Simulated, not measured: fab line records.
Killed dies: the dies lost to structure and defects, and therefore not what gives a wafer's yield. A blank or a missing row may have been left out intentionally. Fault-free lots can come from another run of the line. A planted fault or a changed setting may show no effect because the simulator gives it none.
Chamber matching -- flow n5Finfet -- uvCure-01 running N5_BEOL_M5_CURE_80: 3 sister chambers
The step cures SiCOH lowk, time 120 s. 18 wafers are shown with their chamber, then 9 later ones without.

WAFERS, EACH WITH ITS CHAMBER
wafer,chamber,wafer_temp_C_max,lampPowerPct (%)
L074.1,1,371.4,52.28
L074.3,1,371.5,52.34
L074.4,1,371.2,52.25
L074.2,1,371.5,52.31
L074.5,1,371.5,52.37
L074.6,1,370.9,52.26
L077.1,0,373.7,52.26
L077.2,0,373.0,52.17
L077.5,0,372.7,52.26
L078.1,1,371.7,52.26
L078.4,1,371.4,52.34
L078.6,1,371.5,52.30
L083.1,2,370.8,52.26
L083.3,2,371.6,52.22
L083.4,2,371.4,52.31
L090.2,0,372.2,52.31
L090.4,0,372.1,52.28
L090.6,0,374.7,52.29

SIGNATURES, as means of the wafers listed above
reading,chamber 0,chamber 1,chamber 2,scatter within a chamber
wafer_temp_C_max,373.067,371.400,371.267,0.614
lampPowerPct,52.2617,52.3011,52.2633,0.0449
Rule: a wafer's distance from a chamber is the root of the sum, over the readings, of the square of ((its reading less the chamber's mean) divided by the reading's scatter). The wafer belongs to the nearest chamber; if the next one is less than 2 further off, it can't be placed. The scatter is the square root of a quotient: the sum, over the shown wafers, of each reading's squared deviation from its chamber's mean, divided by wafers minus chambers.

WAFERS MISSING THEIR CHAMBER
wafer,wafer_temp_C_max,lampPowerPct (%)
L089.1,371.8,52.27
L089.3,372.3,52.32
L089.5,372.6,52.25
L097.4,373.0,52.36
L097.5,373.1,52.27
L097.6,374.1,52.38
L096.2,373.0,52.38
L096.4,373.1,52.31
L096.6,372.8,52.17

THE CHAMBER EACH PASSED THROUGH
wafer,from the rows above,in truth
L089.1,can't be placed: 2 or 1 or 0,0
L089.3,can't be placed: 1 or 0 or 2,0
L089.5,can't be placed: 0 or 2 or 1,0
L097.4,can't be placed: 0 or 1 or 2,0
L097.5,0,0
L097.6,can't be placed: 0 or 1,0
L096.2,can't be placed: 0 or 1 or 2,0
L096.4,can't be placed: 0 or 1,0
L096.6,can't be placed: 0 or 2 or 1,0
Placed correctly: 1 of 9. Cannot be placed on the basis of these rows: 8; the candidates contain the true chamber in 8. Placed wrongly: 0.
